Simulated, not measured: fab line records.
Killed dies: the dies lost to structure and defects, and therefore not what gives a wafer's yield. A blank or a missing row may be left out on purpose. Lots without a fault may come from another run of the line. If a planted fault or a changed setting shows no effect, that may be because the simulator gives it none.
2 desks looking at one fault :: flow nand_harc :: each desk holds nothing but its own numbers, with what lay behind them at the end

## FROM THE METROLOGY DESK
What the gauges read, lot by lot, whatever tool the lot ran on: means of the sampled wafers that have a number. The brackets show how far a lot's mean lies from the usual mean; more than 4 standard deviations puts the lot out of limits, marked OUT.
Columns: A = thk_nm at NHARC_A_ONON_D1_THK_MEAS_24, usual 1000 nm; B = cd_nm at NHARC_A_CHANNEL_HOLE_D1_CD_MEAS_10, usual 100.6 nm
lot: L683
first seen here: day 9 07:01
A: 989
B: 101.0

lot: L684
first seen here: day 10 01:02
A: 987
B: 100.8

lot: L685
first seen here: day 10 06:56
A: 994
B: 100.3

lot: L686
first seen here: day 10 17:58
A: 1012
B: 101.7

lot: L687
first seen here: day 11 08:49
A: 1011
B: 101.3

lot: L688
first seen here: day 11 08:49
A: 1007
B: 99.3

lot: L689
first seen here: day 12 01:43
A: 1002
B: 100.8

lot: L690
first seen here: day 12 07:32
A: 994
B: 101.4

lot: L692
first seen here: day 13 12:11
A: 989
B: 100.7

lot: L698
first seen here: day 15 16:57
A: 987
B: 101.0

lot: L700
first seen here: day 16 12:19
A: 1003
B: 100.0

lot: L702
first seen here: day 17 08:09
A: 1029
B: 100.2
This desk found nothing out of limits on any of the 12 lots.

## THE TOOL OWNER'S DESK: arfi_scanner-02
The tool's own readings at NHARC_A_CHANNEL_HOLE_D1_EXPOSE_07 (exposes mask HOLE D1, target cd 100 nm): means of the sampled wafers that have a number, for each lot that ran on this tool. The brackets show how far a lot's mean lies from the usual mean; more than 4 standard deviations puts the lot out of limits, marked OUT.
Columns: A = exposure_dose_mJ_cm2 at NHARC_A_CHANNEL_HOLE_D1_EXPOSE_07, usual 59.9; B = focus_offset_nm at NHARC_A_CHANNEL_HOLE_D1_EXPOSE_07, usual 0.0 nm
lot: L685
first seen here: day 10 11:56
A: 60.2
B: -0.2

lot: L688
first seen here: day 11 17:13
A: 60.2
B: -0.3

lot: L689
first seen here: day 12 08:40
A: 60.2
B: 0.1

lot: L690
first seen here: day 12 14:17
A: 61.6 (+5.3) OUT
B: 0.3

lot: L692
first seen here: day 13 20:41
A: 61.2 (+4.0) OUT
B: -0.5
This desk's finding: out of limits on L690, L692; first on L690, day 12 14:17 (exposure_dose_mJ_cm2 at NHARC_A_CHANNEL_HOLE_D1_EXPOSE_07). L685, L688, L689 stayed within limits.

## BROUGHT TOGETHER
The tool owner's desk could have raised an alarm at day 12 14:17, on L690, L692.
Nothing out of limits was seen by the metrology desk.
The metrology desk has L690, L692 on record, within its limits.
All the named lots went through NHARC_A_CHANNEL_HOLE_D1_EXPOSE_07 on arfi_scanner-02.

## WHAT HAD BEEN PUT IN BY THE SIMULATOR
Process parameters drifting: arfi_scanner-02 at NHARC_A_CHANNEL_HOLE_D1_EXPOSE_07, beginning at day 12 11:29. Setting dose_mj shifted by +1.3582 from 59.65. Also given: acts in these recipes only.
Struck lots among those shown: L690, L692.
Each desk's first reading out of limits, in hours after the fault started: the tool owner's desk, 3.
